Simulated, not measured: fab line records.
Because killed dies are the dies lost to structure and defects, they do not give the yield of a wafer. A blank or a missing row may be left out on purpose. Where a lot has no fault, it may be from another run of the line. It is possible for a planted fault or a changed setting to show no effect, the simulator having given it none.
One fault seen from 3 desks :: flow n5-finfet :: each desk has only its own numbers; what lay behind them comes last

## DESK OF THE TOOL OWNER: rie-metal-03
The tool's own readings at N5_BEOL_M9_HM_OPEN_17 (chemistry Cl2/BCl3, target TiN, target depth 20 nm, overetch 6 nm): means of the sampled wafers that have a number, for each lot that ran on this tool. Any lot whose mean is over 4 standard deviations away from the usual mean is out of limits and marked OUT; that distance is given in the brackets.
Columns: A = chamber-pressure-mTorr at N5_BEOL_M9_HM_OPEN_17, usual 9.999 mTorr; B = drypump-motor-current-A at N5_BEOL_M9_HM_OPEN_17, usual 6.00 A; C = mfc-cl2-sccm at N5_BEOL_M9_HM_OPEN_17, usual 53.26 sccm; D = oes-product-au at N5_BEOL_M9_HM_OPEN_17, usual 0.69 a.u.; E = throttle-valve-pct at N5_BEOL_M9_HM_OPEN_17, usual 22.05 %
lot: L842
first seen here: day 10 05:58
A: 9.993
B: 5.91
C: 53.11
D: 0.75
E: 22.06

lot: L852
first seen here: day 13 04:25
A: 10.006
B: 5.89
C: 53.35
D: 0.72
E: 22.12
This desk found nothing out of limits on any of the 2 lots.

## THE DEFECT DESK
What the inspections along the route counted, lot by lot: means of the sampled wafers that have a number. Any lot whose mean is over 4 standard deviations away from the usual mean is out of limits and marked OUT; that distance is given in the brackets.
Columns: A = raw-defect-count at N5_BEOL_M9_INSPECT_13, usual 408
lot: L840
first seen here: day 9 21:23
A: 375

lot: L842
first seen here: day 10 05:35
A: 504

lot: L852
first seen here: day 13 04:06
A: 428

lot: L857
first seen here: day 15 01:37
A: 398

lot: L862
first seen here: day 17 01:55
A: 485
This desk found nothing out of limits on any of the 5 lots.

## THE METROLOGY DESK
What the gauges read, lot by lot, whatever tool the lot ran on: means of the sampled wafers that have a number. Any lot whose mean is over 4 standard deviations away from the usual mean is out of limits and marked OUT; that distance is given in the brackets.
Columns: A = cd-nm at N5_BEOL_M9_CD_MEAS_11, usual 63.8 nm; B = M9_OVL at N5_BEOL_M9_OVL_MEAS_12, usual 0.5 nm
lot: L840
first seen here: day 9 21:20
A: 65.0
B: 0.1

lot: L842
first seen here: day 10 05:32
A: 63.8
B: -0.0

lot: L852
first seen here: day 13 04:03
A: 64.2
B: 1.1

lot: L857
first seen here: day 15 01:34
A: 64.4
B: -0.0

lot: L862
first seen here: day 17 01:52
A: 63.6
B: 1.1
This desk found nothing out of limits on any of the 5 lots.

## TAKEN TOGETHER
The tool owner's desk saw nothing out of limits.
The defect desk saw nothing out of limits.
Metrology desk: nothing out of limits seen.

## WHAT THE SIMULATOR HAD INSERTED
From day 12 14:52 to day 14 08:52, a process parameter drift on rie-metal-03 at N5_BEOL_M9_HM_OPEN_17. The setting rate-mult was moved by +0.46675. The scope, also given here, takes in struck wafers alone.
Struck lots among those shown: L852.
